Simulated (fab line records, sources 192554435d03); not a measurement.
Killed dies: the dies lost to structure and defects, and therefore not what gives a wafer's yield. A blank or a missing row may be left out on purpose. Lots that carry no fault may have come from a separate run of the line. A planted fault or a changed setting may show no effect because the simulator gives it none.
fab line records	flow n5-finfet	part 1 of 2: steps 1 to 20 of 30
record: lots: 5	wafers: 15	last-day: 19
route steps=1938 shown BEOL_M14@1769 BEOL_M15@1773
lots untouched by any fault: they come from a run of this same line in which no faults occurred
start-h: hours from the record's opening day to when the first of the lot's shown wafers began	wait-h: time in hours since the lot's previous step	" unchanged from the row above	L1.1+2: a single row standing in for several wafers	- no value present, or no start provided	* or withheld: withheld	< > ~ a bound
route shown NAME@n: NAME is a module with steps in the file, n the number in the route of the first one	usual: mean and standard deviation over wafers with no fault	same: alike in all rows	chamber/n: place in a boat	sites: per-site readings	_std_site: standard deviation across them	_edge_site: the outer-site mean with the inner-site mean subtracted	radius-mm: for every site, how far away it sits from the centre of the wafer	mask NAME#n: copy n	behind: the tool/chamber that last shaped the wafer	hold: why the lot went on hold/how many hours it stayed there/how the hold came to an end	device: the n, p or np transistor that did not switch	end of line: tests run on the same wafers once the route is complete	step lacking rows: just its recipe	killed: the dies lost at the first sort to structure and to defects; this is not the yield of the wafer	map: the dies of a wafer, with x for killed, . for not killed, _ for no die there
set.NAME: the setting as run; set.NAME@STEP: as run at that earlier step	model.NAME: the simulator's own value behind a step, which no gauge read
a table for each step, a row for each wafer; lots at some steps of the route
services: the hour from which a tool's chamber was out of use, counted from the record's first day as start-h (under 0 if before that day), plus the number of hours and why
== steps ==
step: N5_BEOL_M14_PRE_CLEAN_52
recipe: gas: NH3	time-s: 15	temp-c: withheld	rf-power-w: 300
usual: rf-fwd-power-W: 295.1/1.5
lot.wafer	tool	chamber	start-h	wait-h	rf-fwd-power-W
L075.1	pecvd-01	0	287.65	0.0	297.5
L075.3	"	2	"	"	292.5
L075.5	"	0	"	"	298.3
L081.1	pecvd-04	2	330.13	0.0	295.7
L081.4	"	0	"	"	292.6
L081.6	"	0	"	"	293.5
L087.3	pecvd-04	2	365.76	0.0	295.0
L087.4	"	1	"	"	297.2
L087.6	"	2	"	"	293.7
L093.1	pecvd-03	1	391.86	0.0	292.1
L093.3	"	2	"	"	295.1
L093.5	"	2	"	"	295.3
L096.2	pecvd-04	0	430.22	0.0	295.1
L096.5	"	1	"	"	296.0
L096.6	"	2	"	"	295.1
step: N5_BEOL_M14_DEP_53
recipe: material: SiCN	target-thk-a: 500	temp-c: withheld	precursor: 3MS/NH3	pressure-torr: 3	rf-w: 675	time-s: 17.8
usual: rf-fwd-power-W: 667/3.1	showerhead-plenum-p-Torr: 4.162/0.026	throttle-valve-pct: 18.5/0.61
lot.wafer	tool	chamber	start-h	wait-h	rf-fwd-power-W	showerhead-plenum-p-Torr	throttle-valve-pct
L075.1	pecvd-01	0	287.67	0.0	672	4.186	18.6
L075.3	"	2	"	"	663	4.220	19.1
L075.5	"	0	"	"	668	4.173	18.5
L081.1	pecvd-04	2	330.17	0.0	668	4.125	18.0
L081.4	"	0	"	"	664	4.152	18.1
L081.6	"	0	"	"	664	4.147	18.0
L087.3	pecvd-04	2	365.78	0.0	667	4.119	18.0
L087.4	"	1	"	"	665	4.137	18.3
L087.6	"	2	"	"	668	4.139	17.8
L093.1	pecvd-03	1	391.89	0.0	661	4.136	18.9
L093.3	"	2	"	"	668	4.149	18.0
L093.5	"	2	"	"	668	4.146	18.0
L096.2	pecvd-04	0	430.25	0.0	667	4.161	18.3
L096.5	"	1	"	"	667	4.138	18.4
L096.6	"	2	"	"	668	4.139	18.1
step: N5_BEOL_M14_RS_MEAS_54
recipe: thk-meas-gauge: four-point-probe	reads: Cu_of_BEOL_M14_ECD_47+Ta_of_BEOL_M14_SPUTTER_44+TaN_of_BEOL_M14_SPUTTER_43
usual: M14_RS: 0.0333/0.00054
lot.wafer	tool	chamber	start-h	wait-h	M14_RS[ohm/sq]
L075.1	film-metro-01	-	287.74	0.0	0.0332
L075.3	"	-	"	"	0.0333
L075.5	"	-	"	"	0.0333
L081.1	film-metro-02	-	330.25	0.1	0.0341
L081.4	"	-	"	"	0.0331
L081.6	"	-	"	"	0.0342
L087.3	film-metro-02	-	365.85	0.1	0.0329
L087.4	"	-	"	"	0.0331
L087.6	"	-	"	"	0.0344
L093.1	film-metro-02	-	391.95	0.0	0.0330
L093.3	"	-	"	"	0.0337
L093.5	"	-	"	"	0.0334
L096.2	film-metro-02	-	430.32	0.1	0.0334
L096.5	"	-	"	"	0.0323
L096.6	"	-	"	"	0.0332
step: N5_BEOL_M14_INSPECT_55
recipe: inspect-instrument: darkfield	mode: post-dep
usual: raw-defect-count: 65/21
lot.wafer	tool	chamber	start-h	wait-h	raw-defect-count
L075.1	defect-inspect-02	-	287.77	0.0	97
L075.3	"	-	"	"	91
L075.5	"	-	"	"	64
L081.1	defect-inspect-02	-	330.28	0.0	57
L081.4	"	-	"	"	34
L081.6	"	-	"	"	73
L087.3	defect-inspect-01	-	365.88	0.0	49
L087.4	"	-	"	"	19
L087.6	"	-	"	"	21
L093.1	defect-inspect-01	-	391.98	0.0	89
L093.3	"	-	"	"	57
L093.5	"	-	"	"	89
L096.2	defect-inspect-02	-	430.34	0.0	45
L096.5	"	-	"	"	45
L096.6	"	-	"	"	96
step: N5_BEOL_M15_ILD_DEP_00
recipe: material: SiO2	target-thk-a: 16293	temp-c: 400	precursor: TEOS/O2	pressure-torr: 6.5	rf-w: 900	teos-flow-sccm: 161.4	gas: O2	flow-sccm: 2650	time-s: 346.1
usual: heater-power-w: 526/100	rf-fwd-power-W: 898.1/2.8	showerhead-plenum-p-Torr: 8.334/0.028	throttle-valve-pct: 18.6/0.42
lot.wafer	tool	chamber	start-h	wait-h	heater-power-w	rf-fwd-power-W	showerhead-plenum-p-Torr	throttle-valve-pct
L075.1	pecvd-04	0	287.80	0.0	638	898.4	8.349	18.5
L075.3	"	1	"	"	358	896.4	8.318	18.8
L075.5	"	2	"	"	407	891.7	8.296	18.4
L081.1	pecvd-04	0	330.31	0.0	642	895.6	8.345	18.5
L081.4	"	0	"	"	705	894.4	8.353	18.8
L081.6	"	0	"	"	573	895.2	8.364	18.4
L087.3	pecvd-03	2	365.91	0.0	595	896.9	8.330	18.4
L087.4	"	2	"	"	496	899.8	8.330	18.5
L087.6	"	0	"	"	612	901.2	8.376	19.2
L093.1	pecvd-03	0	392.02	0.0	617	891.1	8.391	19.3
L093.3	"	1	"	"	624	900.4	8.339	18.9
L093.5	"	2	"	"	489	896.7	8.342	18.6
L096.2	pecvd-03	1	430.38	0.0	500	897.6	8.308	19.3
L096.5	"	2	"	"	478	903.5	8.323	18.5
L096.6	"	0	"	"	459	898.1	8.382	19.3
step: N5_BEOL_M15_THK_MEAS_01
recipe: reads: SiO2_of_BEOL_M15_ILD_DEP_00
usual: M15_ILD_THK: 1630/20
lot.wafer	tool	chamber	start-h	wait-h	M15_ILD_THK[nm]
L075.1	film-metro-01	-	288.05	0.1	1643
L075.3	"	-	"	"	1635
L075.5	"	-	"	"	1654
L081.1	film-metro-02	-	330.67	0.2	1606
L081.4	"	-	"	"	1627
L081.6	"	-	"	"	1640
L087.3	film-metro-01	-	366.16	0.1	1637
L087.4	"	-	"	"	1644
L087.6	"	-	"	"	1619
L093.1	film-metro-02	-	392.27	0.1	1628
L093.3	"	-	"	"	1617
L093.5	"	-	"	"	1660
L096.2	film-metro-01	-	430.63	0.1	1622
L096.5	"	-	"	"	1664
L096.6	"	-	"	"	1642
step: N5_BEOL_M15_COAT_58
recipe: resist: BARC	temp-c: 205	time-s: 60	spin-rpm: 1500	resist-thk-nm: 89
usual: exhaust-pa: 45.0/0.93
lot.wafer	tool	chamber	start-h	wait-h	exhaust-pa
L075.1	litho-track-03	0	288.08	0.0	45.5
L075.3	"	0	"	"	45.9
L075.5	"	0	"	"	46.4
L081.1	litho-track-04	0	330.70	0.0	43.7
L081.4	"	0	"	"	44.5
L081.6	"	0	"	"	43.7
L087.3	litho-track-01	0	366.19	0.0	44.0
L087.4	"	0	"	"	43.6
L087.6	"	0	"	"	44.8
L093.1	litho-track-04	0	392.30	0.0	45.2
L093.3	"	0	"	"	43.3
L093.5	"	0	"	"	45.3
L096.2	litho-track-03	0	430.66	0.0	45.0
L096.5	"	0	"	"	45.0
L096.6	"	0	"	"	44.8
step: N5_BEOL_M15_COAT_04
recipe: spin-rpm: 1704	resist-thk-nm: 800
usual: exhaust-pa: 45.0/0.81
lot.wafer	tool	chamber	start-h	wait-h	exhaust-pa
L075.1	litho-track-03	0	-	-	45.7
L075.3	"	0	"	"	44.1
L075.5	"	0	"	"	44.6
L081.1	litho-track-04	0	-	-	46.1
L081.4	"	0	"	"	44.5
L081.6	"	0	"	"	46.0
L087.3	litho-track-01	0	-	-	45.2
L087.4	"	0	"	"	44.5
L087.6	"	0	"	"	43.7
L093.1	litho-track-04	0	-	-	45.2
L093.3	"	0	"	"	45.9
L093.5	"	0	"	"	44.1
L096.2	litho-track-03	0	-	-	45.3
L096.5	"	0	"	"	47.6
L096.6	"	0	"	"	46.3
step: N5_BEOL_M15_EBR_06
recipe: solvent: PGMEA	ebr-width-mm: 1.5
usual: exhaust-pa: 44.9/0.8
lot.wafer	tool	chamber	start-h	wait-h	exhaust-pa
L075.1	litho-track-03	0	-	-	45.5
L075.3	"	0	"	"	43.5
L075.5	"	0	"	"	45.2
L081.1	litho-track-04	0	-	-	44.7
L081.4	"	0	"	"	44.5
L081.6	"	0	"	"	44.7
L087.3	litho-track-01	0	-	-	43.9
L087.4	"	0	"	"	44.8
L087.6	"	0	"	"	45.4
L093.1	litho-track-04	0	-	-	45.6
L093.3	"	0	"	"	45.7
L093.5	"	0	"	"	45.4
L096.2	litho-track-03	0	-	-	44.6
L096.5	"	0	"	"	46.0
L096.6	"	0	"	"	44.7
step: N5_BEOL_M15_SOFTBAKE_05
recipe: temp-c: 130	time-s: 60
usual: exhaust-pa: 45.1/0.8
lot.wafer	tool	chamber	start-h	wait-h	exhaust-pa
L075.1	litho-track-03	0	-	-	45.9
L075.3	"	0	"	"	44.6
L075.5	"	0	"	"	45.0
L081.1	litho-track-04	0	-	-	44.0
L081.4	"	0	"	"	45.4
L081.6	"	0	"	"	43.9
L087.3	litho-track-01	0	-	-	46.1
L087.4	"	0	"	"	45.8
L087.6	"	0	"	"	45.5
L093.1	litho-track-04	0	-	-	44.0
L093.3	"	0	"	"	46.0
L093.5	"	0	"	"	44.1
L096.2	litho-track-03	0	-	-	45.4
L096.5	"	0	"	"	43.8
L096.6	"	0	"	"	44.8
step: N5_BEOL_M15_EXPOSE_07
recipe: mask-id: V14	na: 0.8	source-shape: annular	sigma-inner: 0.5	sigma-outer: 0.8	polarization: unpolarized	attpsm-phase-deg: 180	dose-mj: 41.25
usual: reticle-temp-C: 23.02/0.11
lot.wafer	tool	chamber	start-h	wait-h	mask	reticle-temp-C
L075.1	krf-scanner-02	0	288.31	-	V14#0	22.96
L075.3	"	0	"	"	V14#0	22.82
L075.5	"	0	"	"	V14#0	22.93
L081.1	krf-scanner-02	0	330.94	-	V14#0	23.27
L081.4	"	0	"	"	V14#0	23.17
L081.6	"	0	"	"	V14#0	23.13
L087.3	krf-scanner-01	0	366.43	-	V14#0	23.01
L087.4	"	0	"	"	V14#0	22.90
L087.6	"	0	"	"	V14#0	23.18
L093.1	krf-scanner-01	0	392.56	-	V14#0	22.95
L093.3	"	0	"	"	V14#0	22.94
L093.5	"	0	"	"	V14#0	22.94
L096.2	krf-scanner-01	0	430.77	-	V14#0	23.06
L096.5	"	0	"	"	V14#0	22.89
L096.6	"	0	"	"	V14#0	22.87
step: N5_BEOL_M15_PEB_08
recipe: peb-temp-c: 130	peb-time-s: 90
usual: exhaust-pa: 45.1/0.91
same: peb-time-s: 90
lot.wafer	tool	chamber	start-h	wait-h	exhaust-pa
L075.1	litho-track-01	0	288.37	0.1	45.4
L075.3	"	0	"	"	45.7
L075.5	"	0	"	"	45.7
L081.1	litho-track-03	0	331.00	0.1	44.9
L081.4	"	0	"	"	45.2
L081.6	"	0	"	"	46.7
L087.3	litho-track-01	0	366.48	0.0	42.6
L087.4	"	0	"	"	43.8
L087.6	"	0	"	"	44.1
L093.1	litho-track-01	0	392.61	0.1	45.8
L093.3	"	0	"	"	44.0
L093.5	"	0	"	"	45.8
L096.2	litho-track-01	0	430.82	0.0	45.6
L096.5	"	0	"	"	47.2
L096.6	"	0	"	"	46.5
step: N5_BEOL_M15_DEVELOP_09
recipe: develop-time-s: 45	rinse-liquid: diw	dry: air-spin	dev-temp-c: 21
usual: exhaust-pa: 44.9/0.87
lot.wafer	tool	chamber	start-h	wait-h	exhaust-pa
L075.1	litho-track-01	0	-	-	44.6
L075.3	"	0	"	"	45.0
L075.5	"	0	"	"	44.3
L081.1	litho-track-03	0	-	-	43.7
L081.4	"	0	"	"	44.9
L081.6	"	0	"	"	45.0
L087.3	litho-track-01	0	-	-	44.8
L087.4	"	0	"	"	43.4
L087.6	"	0	"	"	44.6
L093.1	litho-track-01	0	-	-	44.0
L093.3	"	0	"	"	45.1
L093.5	"	0	"	"	43.7
L096.2	litho-track-01	0	-	-	45.0
L096.5	"	0	"	"	44.4
L096.6	"	0	"	"	45.1
step: N5_BEOL_M15_HARDBAKE_14
recipe: temp-c: 130	time-s: 120
usual: exhaust-pa: 45.1/0.92
lot.wafer	tool	chamber	start-h	wait-h	exhaust-pa
L075.1	litho-track-01	0	-	-	44.6
L075.3	"	0	"	"	44.0
L075.5	"	0	"	"	45.7
L081.1	litho-track-03	0	-	-	45.0
L081.4	"	0	"	"	45.4
L081.6	"	0	"	"	44.8
L087.3	litho-track-01	0	-	-	45.1
L087.4	"	0	"	"	44.7
L087.6	"	0	"	"	42.5
L093.1	litho-track-01	0	-	-	45.0
L093.3	"	0	"	"	46.5
L093.5	"	0	"	"	46.4
L096.2	litho-track-01	0	-	-	43.8
L096.5	"	0	"	"	44.1
L096.6	"	0	"	"	44.1
step: N5_BEOL_M15_CD_MEAS_10
recipe: target-cd-nm: 360	landing-energy-ev: 500	detector: se-inlens	polarity: opening
usual: cd-nm: 359.4/1.1
same: landing-energy-ev: 500
lot.wafer	tool	chamber	start-h	wait-h	cd-nm
L075.1	cd-sem-01	0	288.48	-	358.7
L075.3	"	0	"	"	361.0
L075.5	"	0	"	"	360.7
L081.1	cd-sem-02	0	331.12	-	360.4
L081.4	"	0	"	"	361.4
L081.6	"	0	"	"	360.0
L087.3	cd-sem-02	0	366.59	-	359.3
L087.4	"	0	"	"	360.7
L087.6	"	0	"	"	359.8
L093.1	cd-sem-01	0	392.73	-	359.7
L093.3	"	0	"	"	359.8
L093.5	"	0	"	"	359.5
L096.2	cd-sem-01	0	430.94	-	359.4
L096.5	"	0	"	"	359.2
L096.6	"	0	"	"	359.6
step: N5_BEOL_M15_OVL_MEAS_11
recipe: points-per-wafer: 44
usual: V14_OVL: -2/4.7
lot.wafer	tool	chamber	start-h	wait-h	V14_OVL[nm]
L075.1	overlay-01	0	288.52	0.0	-4
L075.3	"	0	"	"	-9
L075.5	"	0	"	"	0
L081.1	overlay-01	0	331.15	0.0	-3
L081.4	"	0	"	"	-4
L081.6	"	0	"	"	-3
L087.3	overlay-01	0	366.62	0.0	-10
L087.4	"	0	"	"	-7
L087.6	"	0	"	"	-7
L093.1	overlay-01	0	392.76	0.0	-1
L093.3	"	0	"	"	-2
L093.5	"	0	"	"	-1
L096.2	overlay-01	0	430.97	0.0	-5
L096.5	"	0	"	"	-6
L096.6	"	0	"	"	5
step: N5_BEOL_M15_INSPECT_12
recipe: mode: adi	inspect-instrument: macro
usual: raw-defect-count: 2.4/1.3
lot.wafer	tool	chamber	start-h	wait-h	raw-defect-count
L075.1	defect-inspect-01	-	288.55	0.0	1
L075.3	"	-	"	"	3
L075.5	"	-	"	"	1
L081.1	defect-inspect-02	-	331.17	0.0	5
L081.4	"	-	"	"	3
L081.6	"	-	"	"	2
L087.3	defect-inspect-01	-	366.64	0.0	4
L087.4	"	-	"	"	5
L087.6	"	-	"	"	3
L093.1	defect-inspect-01	-	392.78	0.0	1
L093.3	"	-	"	"	1
L093.5	"	-	"	"	1
L096.2	defect-inspect-02	-	430.99	0.0	3
L096.5	"	-	"	"	2
L096.6	"	-	"	"	2
step: N5_BEOL_M15_DESCUM_15
recipe: chemistry: O2	time-s: 7.9	source-power-w: 50	bias-power-w: 20	pressure-mtorr: 20	rf-frequency-hz: 2.712e+07	temp-c: 40	o2-flow-sccm: 225
usual: drypump-motor-current-A: 5.8/0.63	oes-product-au: 0.81/0.079	rf-fwd-power-W: 49.39/0.22	rf-vpp-V: 243.3/1.4	showerhead-plenum-p-Torr: 2.10/0.073	throttle-valve-pct: 20.43/0.17
lot.wafer	tool	chamber	start-h	wait-h	drypump-motor-current-A	oes-product-au	rf-fwd-power-W	rf-hours-counter-h	rf-vpp-V	showerhead-plenum-p-Torr	throttle-valve-pct
L075.1	rie-diel-04	1	288.85	0.3	5.9	0.74	49.44	177	245.3	2.17	20.53
L075.3	"	0	"	"	5.4	0.88	49.52	44	245.2	2.23	20.27
L075.5	"	0	"	"	5.3	0.88	49.70	-	245.8	2.23	20.27
L081.1	rie-diel-01	3	331.63	0.5	5.4	0.85	49.32	47	241.0	2.04	20.11
L081.4	"	1	"	"	6.8	0.77	49.21	128	243.8	2.11	20.43
L081.6	"	2	"	"	4.9	0.73	49.37	-	239.5	1.99	20.48
L087.3	rie-diel-06	3	366.68	0.0	5.1	0.97	49.76	4	244.2	2.23	20.47
L087.4	"	0	"	"	6.3	0.82	48.94	-	243.6	2.11	20.26
L087.6	"	2	"	"	6.7	0.83	49.61	-	243.8	2.11	20.46
L093.1	rie-diel-04	2	392.82	0.0	6.2	0.71	49.54	192	242.2	2.01	20.72
L093.3	"	0	"	"	5.3	0.86	49.68	75	245.7	2.22	20.32
L093.5	"	0	"	"	5.3	0.85	49.41	-	244.8	2.22	20.33
L096.2	rie-diel-01	0	431.04	0.0	5.4	0.75	49.32	144	242.9	2.10	20.37
L096.5	"	0	"	"	5.4	0.75	49.20	-	244.0	2.10	20.37
L096.6	"	1	"	"	6.8	0.74	49.11	-	243.5	2.10	20.46
step: N5_BEOL_M15_ETCH_59
recipe: chemistry: N2/H2	target: BARC	target-depth-a: 890	overetch-a: 267	time-s: 67.9	ion-energy-ev: 200	pressure-mtorr: 30	source-w: 840	bias-w: 150	n2-flow-sccm: 200	h2-flow-sccm: 200
usual: drypump-motor-current-A: 5.8/0.63	oes-product-au: 0.69/0.063	rf-fwd-power-W: 833/3.1	rf-vpp-V: 524.3/2.6	showerhead-plenum-p-Torr: 2.56/0.091	throttle-valve-pct: 17.90/0.19
lot.wafer	tool	chamber	start-h	wait-h	drypump-motor-current-A	oes-product-au	rf-fwd-power-W	rf-hours-counter-h	rf-vpp-V	showerhead-plenum-p-Torr	throttle-valve-pct
L075.1	rie-diel-04	1	288.89	0.0	5.9	0.63	833	177	525.0	2.64	17.99
L075.3	"	0	"	"	5.4	0.76	831	44	529.0	2.70	17.67
L075.5	"	0	"	"	5.4	0.76	833	-	527.8	2.70	17.68
L081.1	rie-diel-01	3	331.67	0.0	5.4	0.71	829	47	521.9	2.47	17.52
L081.4	"	1	"	"	6.7	0.66	833	128	524.9	2.55	17.90
L081.6	"	2	"	"	4.9	0.62	834	-	522.0	2.42	17.98
L087.3	rie-diel-06	3	366.71	0.0	5.1	0.82	834	4	528.8	2.72	17.93
L087.4	"	0	"	"	6.2	0.71	834	-	523.9	2.58	17.81
L087.6	"	2	"	"	6.6	0.71	836	-	523.6	2.57	18.01
L093.1	rie-diel-04	2	392.85	0.0	6.2	0.61	828	192	521.3	2.42	18.22
L093.3	"	0	"	"	5.4	0.73	837	75	528.3	2.69	17.73
L093.5	"	0	"	"	5.4	0.73	836	-	526.8	2.69	17.73
L096.2	rie-diel-01	0	431.07	0.0	5.4	0.66	840	144	525.5	2.55	17.86
L096.5	"	0	"	"	5.4	0.66	833	-	524.1	2.55	17.87
L096.6	"	1	"	"	6.7	0.64	836	-	524.5	2.54	17.94
step: N5_BEOL_M15_VIA_ETCH_16
recipe: chemistry: C4F8/O2/Ar	target: SiO2	he-inner-torr: 15	he-outer-torr: 30	target-depth-a: 17922	time-s: withheld	ion-energy-ev: 800	pressure-mtorr: 20	source-w: 1905	bias-w: 2040	Ar_flow_sccm: 400	C4F8_flow_sccm: 16	O2_flow_sccm: 12	ends: cleared
usual: drypump-motor-current-A: 5.8/0.63	oes-product-au: 0.73/0.07	rf-fwd-power-W: 1901/5.9	rf-vpp-V: 2233/19	showerhead-plenum-p-Torr: 3.46/0.11	throttle-valve-pct: 30.91/0.16
lot.wafer	tool	chamber	start-h	wait-h	drypump-motor-current-A	oes-product-au	rf-fwd-power-W	rf-vpp-V	showerhead-plenum-p-Torr	throttle-valve-pct
L075.1	rie-diel-04	1	288.94	0.0	5.9	0.67	1901	2234	3.57	31.06
L075.3	"	0	"	"	5.4	0.80	1897	2239	3.64	30.70
L075.5	"	0	"	"	5.4	0.80	1903	2239	3.64	30.69
L081.1	rie-diel-01	3	331.72	0.0	5.4	0.76	1905	2212	3.37	30.67
L081.4	"	1	"	"	6.8	0.70	1891	2193	3.46	30.89
L081.6	"	2	"	"	4.9	0.66	1905	2231	3.30	30.96
L087.3	rie-diel-06	3	366.76	0.0	5.1	0.88	1905	2254	3.65	31.02
L087.4	"	0	"	"	6.3	0.75	1902	2218	3.48	30.82
L087.6	"	2	"	"	6.6	0.75	1889	2257	3.49	31.04
L093.1	rie-diel-04	2	392.90	0.0	6.2	0.65	1905	2235	3.30	31.14
L093.3	"	0	"	"	5.4	0.77	1894	2237	3.62	30.74
L093.5	"	0	"	"	5.4	0.77	1890	2238	3.62	30.73
L096.2	rie-diel-01	0	431.13	0.0	5.5	0.69	1900	2206	3.45	30.76
L096.5	"	0	"	"	5.4	0.69	1904	2208	3.45	30.76
L096.6	"	1	"	"	6.8	0.67	1899	2189	3.44	30.92
